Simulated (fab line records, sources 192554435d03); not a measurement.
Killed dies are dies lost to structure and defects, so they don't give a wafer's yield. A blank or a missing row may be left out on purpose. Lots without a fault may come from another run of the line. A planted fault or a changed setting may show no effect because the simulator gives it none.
Chamber matching | flow n5_finfet | N5_BEOL_M15_DESCUM_33 on rie_diel-06: 4 sister chambers
The step chemistry O2, time 7.9 s. 14 wafers are shown with their chamber, then 7 later ones without.

WAFERS WITH THEIR CHAMBER
wafer  | chamber | showerhead_plenum_p_Torr (Torr) | drypump_motor_current_A (A) | throttle_valve_pct (%)
L080.4 | 2       | 2.16                            | 5.40                        | 20.29
L080.5 | 3       | 2.21                            | 5.89                        | 20.16
L080.6 | 0       | 2.05                            | 5.76                        | 20.24
L084.1 | 0       | 2.04                            | 5.76                        | 20.24
L084.2 | 3       | 2.21                            | 5.92                        | 20.16
L084.6 | 1       | 2.06                            | 5.29                        | 20.62
L085.1 | 1       | 2.06                            | 5.31                        | 20.64
L085.5 | 1       | 2.06                            | 5.35                        | 20.62
L085.6 | 0       | 2.04                            | 5.75                        | 20.24
L089.1 | 2       | 2.16                            | 5.43                        | 20.32
L089.3 | 0       | 2.04                            | 5.77                        | 20.24
L089.4 | 1       | 2.06                            | 5.28                        | 20.64
L088.1 | 2       | 2.16                            | 5.43                        | 20.34
L088.4 | 0       | 2.04                            | 5.76                        | 20.28

SIGNATURES (means of the wafers above)
reading                  | chamber 0 | chamber 1 | chamber 2 | chamber 3 | scatter within a chamber
showerhead_plenum_p_Torr | 2.0420    | 2.0600    | 2.1600    | 2.2100    | 0.00283
drypump_motor_current_A  | 5.7600    | 5.3075    | 5.4200    | 5.9050    | 0.0203
throttle_valve_pct       | 20.2480   | 20.6300   | 20.3167   | 20.1600   | 0.0172
Rule: a wafer's distance from a chamber is the root of the sum, over the readings, of the square of ((its reading less the chamber's mean) divided by the reading's scatter). The wafer belongs to the nearest chamber; if the next one is less than 2 further off, it can't be placed. The scatter: the root of (the sum of the squares of (reading less its chamber's mean) over the shown wafers, divided by (wafers less chambers)).

WAFERS WITHOUT THEIR CHAMBER
wafer  | showerhead_plenum_p_Torr (Torr) | drypump_motor_current_A (A) | throttle_valve_pct (%)
L088.5 | 2.16                            | 5.41                        | 20.34
L090.3 | 2.15                            | 5.43                        | 20.35
L090.5 | 2.20                            | 5.88                        | 20.19
L090.6 | 2.04                            | 5.76                        | 20.26
L096.1 | 2.05                            | 5.33                        | 20.24
L096.4 | 2.03                            | 5.83                        | 20.29
L096.6 | 2.20                            | 5.89                        | 20.22

WHICH CHAMBER EACH WENT THROUGH
wafer  | from the rows above     | in truth
L088.5 | 2                       | 2
L090.3 | 2                       | 2
L090.5 | 3                       | 3
L090.6 | 0                       | 0
L096.1 | can't be placed: 0 or 1 | 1
L096.4 | 0                       | 0
L096.6 | 3                       | 3
Placed correctly: 6 of 7. Can't be placed from these rows: 1 (the true chamber is among the candidates in 1). Placed wrongly: 0.
